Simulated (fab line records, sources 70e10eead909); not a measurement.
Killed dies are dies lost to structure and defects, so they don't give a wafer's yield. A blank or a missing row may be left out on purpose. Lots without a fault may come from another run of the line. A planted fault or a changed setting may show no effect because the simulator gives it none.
A struck lot beside a sound one | flow nand_harc | 14 steps out of a route of 1302
Sound: wafers L105.1, L105.3, L105.4. Struck: wafer L111.2. (L111.4, L111.5 of the same lot were not struck and are left out.) The cause comes at the end.
At each step with rows: each side's tool, then ch and its chambers, then its first start. Under that, the readings that differ: sound wafers | struck wafers | difference of the means | sigmas: that difference in standard deviations of wafers without a fault.
alike: readings whose means differ by less than 2 such deviations, and words and numbers that are the same on both sides. not compared: withheld readings, readings that some wafer has no value for, bounds like >300 that may hide the same value, and numbers for which the record gives no deviation and whose values overlap.
The two part at a step that has a row with sigmas, a row that says differs or no value, or rows on one side only. Numbers that don't overlap but have no deviation are shown without sigmas and don't part them. A reading that every wafer of one side lacks parts them only if that side has two wafers or more.

NHARC_A_BLC_INSPECT_12:
  sound on defect_inspect-02, day 24 01:02; struck on defect_inspect-02, day 26 17:55
  alike: raw_defect_count
then, 1 step without rows for these wafers: NHARC_A_BLC_DESCUM_15 (chemistry O2, time 3 s).
NHARC_A_BLC_ETCH_16: etches the open film in CF4, target depth 39 nm, time 65 s.
  sound on rie_diel-06 ch 0,1,2, day 24 01:11; struck on rie_diel-06 ch 0, day 26 18:05
  reading                | sound | struck | difference | sigmas
  rf_hours_counter_h (h) | 6 6 5 | 13     | +7         |
  alike: drypump_motor_current_A, oes_product_au, rf_vpp_V, showerhead_plenum_p_Torr, throttle_valve_pct
then, 1 step without rows for these wafers: NHARC_A_BLC_ETCH_17 (etches the open film in N2/H2, target depth 390 nm, time 609.38 s).
NHARC_A_BLC_ETCH_18: etches the open film in C4F8/O2/Ar, target depth 910 nm.
  sound on rie_diel-06 ch 0,1,3; struck on rie_diel-06 ch 2
  reading                | sound | struck | difference | sigmas
  rf_hours_counter_h (h) | 6 5 6 | 12     | +6         |
  alike: oes_product_au, rf_vpp_V
NHARC_A_BLC_CD_MEAS_19:
  sound on cd_sem-03, day 24 02:04; struck on cd_sem-01, day 26 18:58
  reading    | sound            | struck | difference | sigmas
  cd_nm (nm) | 103.3 102.1 99.9 | 96.8   | -5.0       | -2
NHARC_A_BLC_STRIP_29: strips in CF4.
  sound on rie_diel-11 ch 1,2,3, day 24 02:09; struck on rie_diel-11 ch 2, day 26 19:02
  reading                | sound | struck | difference | sigmas
  rf_hours_counter_h (h) | 4 5 5 | 0      | -5         |
  alike: drypump_motor_current_A, oes_product_au, rf_vpp_V, showerhead_plenum_p_Torr, throttle_valve_pct
then, 2 steps without rows for these wafers: NHARC_A_BLC_STRIP_21 (strips in O2); NHARC_A_BLC_STRIP_22 (strips in post etch residue remover, time 600 s).
NHARC_A_BLC_DEGAS_30: time 60 s.
  sound on pvd_sputter-02, day 24 02:43; struck on pvd_sputter-02, day 26 19:35
  alike: heater_power_w
then, 2 steps without rows for these wafers: NHARC_A_BLC_PRE_CLEAN_31 (time 15 s); NHARC_A_BLC_PVD_32 (deposits Ti, target thk 5 nm, time 17.7 s).
NHARC_A_BLC_ALD_23: deposits TiN, target thk 3 nm, pulse time 1 s, ald cycles 150.
  sound on ald_metal-01 ch 0,2,3, day 24 02:57; struck on ald_metal-04 ch 1, day 26 19:53
  reading               | sound       | struck | difference | sigmas
  ald_cycles            | 150 150 150 | 64     | -86        |
  since_wet_clean_h (h) | 19 19 19    | 136    | +117       |
  alike: heater_power_w, precursor_pulse_height_rel
NHARC_A_BLC_CVD_24: deposits W, target thk 150 nm, time 434 s.
  sound on cvd_w-02 ch 0,1; struck on cvd_w-02 ch 1
  alike: heater_power_w, mfc_h2_sccm, throttle_valve_pct
  not compared: since_wet_clean_h

WHERE THEY PART
Only at NHARC_A_BLC_CD_MEAS_19, within this record. Later steps at which nothing parts them and some readings are alike: NHARC_A_BLC_STRIP_29, NHARC_A_BLC_DEGAS_30, NHARC_A_BLC_ALD_23, NHARC_A_BLC_CVD_24.

WHY: what the simulator had put in
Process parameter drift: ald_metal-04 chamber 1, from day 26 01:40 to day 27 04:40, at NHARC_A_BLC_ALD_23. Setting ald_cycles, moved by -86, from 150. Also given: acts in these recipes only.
